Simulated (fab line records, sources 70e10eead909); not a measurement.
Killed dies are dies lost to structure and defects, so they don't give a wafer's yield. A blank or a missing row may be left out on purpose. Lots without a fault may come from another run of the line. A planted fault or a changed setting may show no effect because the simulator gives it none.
A struck lot beside a sound one | flow nand_harc | 15 steps out of a route of 1302
Sound: wafers L874.2, L874.5, L874.6. Struck: wafers L892.1, L892.4, L892.6. The cause comes at the end.
At each step with rows: each side's tool, then ch and its chambers, then its first start. Under that, the readings that differ: sound wafers | struck wafers | difference of the means | sigmas: that difference in standard deviations of wafers without a fault.
alike: readings whose means differ by less than 2 such deviations, and words and numbers that are the same on both sides. not compared: withheld readings, readings that some wafer has no value for, bounds like >300 that may hide the same value, and numbers for which the record gives no deviation and whose values overlap.
The two part at a step that has a row with sigmas, a row that says differs or no value, or rows on one side only. Numbers that don't overlap but have no deviation are shown without sigmas and don't part them. A reading that every wafer of one side lacks parts them only if that side has two wafers or more.

first, 7 steps without rows for these wafers: NHARC_A_M1_COAT_34 (time 65 s); NHARC_A_M1_COAT_03 (resist thk 90 nm); NHARC_A_M1_SOFTBAKE_04 (time 55 s); NHARC_A_M1_EBR_05; NHARC_A_M1_EXPOSE_06 (exposes mask A M1, target cd 120 nm); NHARC_A_M1_PEB_07 (peb time 65 s); NHARC_A_M1_DEVELOP_08 (develop time 35 s).
NHARC_A_M1_CD_MEAS_09: target cd 120 nm.
  sound on cd_sem-01 ch 0, day 23 08:05; struck on cd_sem-01 ch 0, day 31 03:23
  alike: cd_nm
NHARC_A_M1_OVL_MEAS_10: pitch 240 nm.
  sound on overlay-02, day 23 08:10; struck on overlay-02, day 31 03:28
  alike: overlay_x_nm, overlay_y_nm
NHARC_A_M1_INSPECT_11:
  sound on defect_inspect-02, day 23 08:12; struck on defect_inspect-01, day 31 03:30
  alike: raw_defect_count
NHARC_A_M1_DESCUM_14: chemistry O2, time 3 s.
  sound on rie_diel-05 ch 0,3, day 23 08:16; struck on rie_diel-06 ch 1,2, day 31 03:34
  reading                     | sound       | struck      | difference | sigmas
  drypump_motor_current_A (A) | 6.6 6.7 6.2 | 5.3 5.0 5.4 | -1.3       | -3
  alike: oes_product_au, rf_vpp_V, showerhead_plenum_p_Torr, throttle_valve_pct
  not compared: rf_hours_counter_h
NHARC_A_M1_ETCH_35: etches the open film in N2/H2, target depth 40 nm, overetch 12 nm, time 43.94 s.
  sound on rie_diel-05 ch 0,2,3, day 23 08:22; struck on rie_diel-06 ch 0,3, day 31 03:39
  reading                     | sound       | struck      | difference | sigmas
  drypump_motor_current_A (A) | 6.0 6.7 6.3 | 5.5 5.2 5.3 | -1.0       | -2
  alike: bias_w, chamber_pressure_mTorr, oes_product_au, rf_vpp_V, showerhead_plenum_p_Torr, throttle_valve_pct
  not compared: rf_hours_counter_h
NHARC_A_M1_ETCH_15: etches the open film in C4F8/Ar, target depth 182.5 nm, time 91.2 s.
  sound on rie_diel-05 ch 0,1,2, day 23 08:28; struck on rie_diel-06 ch 1,3, day 31 03:44
  no value came back on the struck wafers for bias_w (W), chamber_pressure_mTorr (mTorr), oes_product_au (a.u.), rf_vpp_V (V); on the sound wafers bias_w (W) reads 300.5 299.3 300.5
  not compared: rf_hours_counter_h
NHARC_A_M1_CD_MEAS_16:
  sound on cd_sem-01, day 23 08:34; struck on cd_sem-01, day 31 03:52
  alike: cd_nm
NHARC_END_SORT_01:
  the record has rows for the struck wafers here (prober-01 ch 0, day 32 19:14) and none for the sound ones

WHERE THEY PART
First at NHARC_A_M1_DESCUM_14; last, within this record, at NHARC_END_SORT_01.

WHY: what the simulator had put in
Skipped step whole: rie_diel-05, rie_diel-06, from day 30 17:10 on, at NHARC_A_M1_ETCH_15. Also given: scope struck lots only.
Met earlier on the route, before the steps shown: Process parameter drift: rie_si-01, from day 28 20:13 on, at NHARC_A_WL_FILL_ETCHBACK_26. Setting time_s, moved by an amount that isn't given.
